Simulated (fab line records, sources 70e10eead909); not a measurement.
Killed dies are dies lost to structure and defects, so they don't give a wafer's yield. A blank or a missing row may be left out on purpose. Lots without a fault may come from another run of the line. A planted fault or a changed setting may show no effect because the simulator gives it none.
A struck lot beside a sound one | flow nand_harc | 14 steps out of a route of 1159
Sound: wafers L133.3, L133.5, L133.6. Struck: wafer L126.3. (L126.1, L126.4 of the same lot were not struck and are left out.) The cause comes at the end.
At each step with rows: each side's tool, then ch and its chambers, then its first start. Under that, the readings that differ: sound wafers | struck wafers | difference of the means | sigmas: that difference in standard deviations of wafers without a fault.
alike: readings whose means differ by less than 2 such deviations, and words and numbers that are the same on both sides. not compared: withheld readings, readings that some wafer has no value for, bounds like >300 that may hide the same value, and numbers for which the record gives no deviation and whose values overlap.
The two part at a step that has a row with sigmas, a row that says differs or no value, or rows on one side only. Numbers that don't overlap but have no deviation are shown without sigmas and don't part them. A reading that every wafer of one side lacks parts them only if that side has two wafers or more.

first, 7 steps without rows for these wafers: NHARC_A_STAIRCASE_SOFTBAKE_04 (time 170 s); NHARC_A_STAIRCASE_EBR_05; NHARC_A_STAIRCASE_EXPOSE_06 (exposes mask STAIR); NHARC_A_STAIRCASE_PEB_07 (peb time 130 s); NHARC_A_STAIRCASE_DEVELOP_08 (time 140 s); NHARC_A_STAIRCASE_HARDBAKE_10 (time 140 s); NHARC_A_STAIRCASE_DESCUM_11 (chemistry O2, time 3 s).
NHARC_A_STAIRCASE_TRIM_12: chemistry O2, time 211.2 s.
  sound on rie_diel-13 ch 0,1,2, day 16 08:58; struck on rie_diel-13 ch 1, day 14 01:58
  alike: drypump_motor_current_A, oes_product_au, rf_vpp_V, showerhead_plenum_p_Torr, throttle_valve_pct
  not compared: rf_hours_counter_h
NHARC_A_STAIRCASE_ETCH_13: etches the open film in C4F8/O2, target depth 100 nm, time 40.5 s.
  sound on rie_diel-13 ch 0,3; struck on rie_diel-13 ch 3
  alike: oes_product_au, rf_vpp_V
  not compared: rf_hours_counter_h
NHARC_A_STAIRCASE_TRIM_14: chemistry O2, time 211.2 s.
  sound on rie_diel-13 ch 0,1,3; struck on rie_diel-13 ch 3
  reading      | sound          | struck | difference | sigmas
  rf_vpp_V (V) | 57.1 56.4 58.6 | 59.2   | +1.8       | +2
  alike: drypump_motor_current_A, oes_product_au, showerhead_plenum_p_Torr, throttle_valve_pct
  not compared: rf_hours_counter_h
NHARC_A_STAIRCASE_ETCH_15: etches the open film in C4F8/O2, target depth 100 nm, time 40.5 s.
  sound on rie_diel-13 ch 2,3; struck on rie_diel-13 ch 0
  alike: oes_product_au, rf_vpp_V
  not compared: rf_hours_counter_h
NHARC_A_STAIRCASE_TRIM_16: chemistry O2, time 211.2 s.
  sound on rie_diel-13 ch 2,3, day 16 09:27; struck on rie_diel-13 ch 0, day 14 02:30
  reading               | sound             | struck | difference | sigmas
  oes_product_au (a.u.) | 1.010 1.002 1.005 | 0.818  | -0.188     | -19
  alike: drypump_motor_current_A, rf_vpp_V, showerhead_plenum_p_Torr, throttle_valve_pct
  not compared: rf_hours_counter_h
NHARC_A_STAIRCASE_ETCH_17: etches the open film in C4F8/O2, target depth 100 nm, time 40.5 s.
  sound on rie_diel-13 ch 0,1; struck on rie_diel-13 ch 0
  alike: oes_product_au, rf_vpp_V
  not compared: rf_hours_counter_h
-- the record jumps here: 8 days lie between the struck wafers' starts before and after (it left off in module A_STAIRCASE and takes up again in module END, whose first step shown is number 1159 of the route) --
NHARC_END_SORT_01:
  the record has rows for the struck wafers here (prober-01 ch 0, day 22 13:19) and none for the sound ones

WHERE THEY PART
First at NHARC_A_STAIRCASE_TRIM_14; last, within this record, at NHARC_END_SORT_01.

WHY: what the simulator had put in
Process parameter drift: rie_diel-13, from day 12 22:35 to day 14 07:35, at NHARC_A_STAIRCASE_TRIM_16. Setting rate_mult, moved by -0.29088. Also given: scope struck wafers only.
